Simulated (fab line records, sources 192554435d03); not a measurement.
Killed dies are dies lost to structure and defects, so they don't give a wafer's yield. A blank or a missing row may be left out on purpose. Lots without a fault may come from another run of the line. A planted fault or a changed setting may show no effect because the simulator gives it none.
Chamber matching | flow n5_finfet | N5_BEOL_M3_PECVD_72 on pecvd-01: 3 sister chambers
The step deposits SiO2 from TEOS/O2, target thk 16 nm, time 18 s. 16 wafers are shown with their chamber, then 8 later ones without.

WAFERS WITH THEIR CHAMBER
wafer  | chamber | throttle_valve_pct (%) | heater_power_w (W) | showerhead_plenum_p_Torr (Torr)
L076.1 | 1       | 23.0                   | 749                | 8.83
L076.4 | 1       | 23.2                   | 767                | 8.83
L076.6 | 0       | 21.6                   | 983                | 8.76
L075.2 | 0       | 21.4                   | 1008               | 8.75
L075.5 | 2       | 21.1                   | 660                | 8.82
L075.6 | 1       | 22.9                   | 866                | 8.84
L083.1 | 2       | 21.1                   | 695                | 8.80
L083.3 | 1       | 23.2                   | 768                | 8.83
L083.6 | 0       | 21.6                   | 1019               | 8.76
L088.1 | 1       | 23.2                   | 837                | 8.84
L088.2 | 0       | 21.5                   | 944                | 8.77
L088.3 | 2       | 21.1                   | 717                | 8.81
L087.1 | 2       | 21.1                   | 701                | 8.83
L087.2 | 1       | 23.3                   | 775                | 8.86
L087.3 | 0       | 21.5                   | 1008               | 8.77
L089.1 | 1       | 23.2                   | 805                | 8.84

SIGNATURES (means of the wafers above)
reading                  | chamber 0 | chamber 1 | chamber 2 | scatter within a chamber
throttle_valve_pct       | 21.520    | 23.143    | 21.100    | 0.106
heater_power_w           | 992.40    | 795.29    | 693.25    | 35.4
showerhead_plenum_p_Torr | 8.7620    | 8.8386    | 8.8150    | 0.0106
Rule: a wafer's distance from a chamber is the root of the sum, over the readings, of the square of ((its reading less the chamber's mean) divided by the reading's scatter). The wafer belongs to the nearest chamber; if the next one is less than 2 further off, it can't be placed. The scatter: the root of (the sum of the squares of (reading less its chamber's mean) over the shown wafers, divided by (wafers less chambers)).

WAFERS WITHOUT THEIR CHAMBER
wafer  | throttle_valve_pct (%) | heater_power_w (W) | showerhead_plenum_p_Torr (Torr)
L089.3 | 21.3                   | 1008               | 8.76
L089.4 | 23.3                   | 794                | 8.83
L092.2 | 21.6                   | 1007               | 8.77
L092.4 | 21.4                   | 590                | 8.80
L092.6 | 21.6                   | 994                | 8.75
L097.2 | 21.7                   | 999                | 8.77
L097.4 | 21.7                   | 1031               | 8.77
L097.5 | 23.2                   | 761                | 8.84

WHICH CHAMBER EACH WENT THROUGH
wafer  | from the rows above | in truth
L089.3 | 0                   | 0
L089.4 | 1                   | 1
L092.2 | 0                   | 0
L092.4 | 2                   | 2
L092.6 | 0                   | 0
L097.2 | 0                   | 0
L097.4 | 0                   | 0
L097.5 | 1                   | 1
Placed correctly: 8 of 8. Can't be placed from these rows: 0. Placed wrongly: 0.
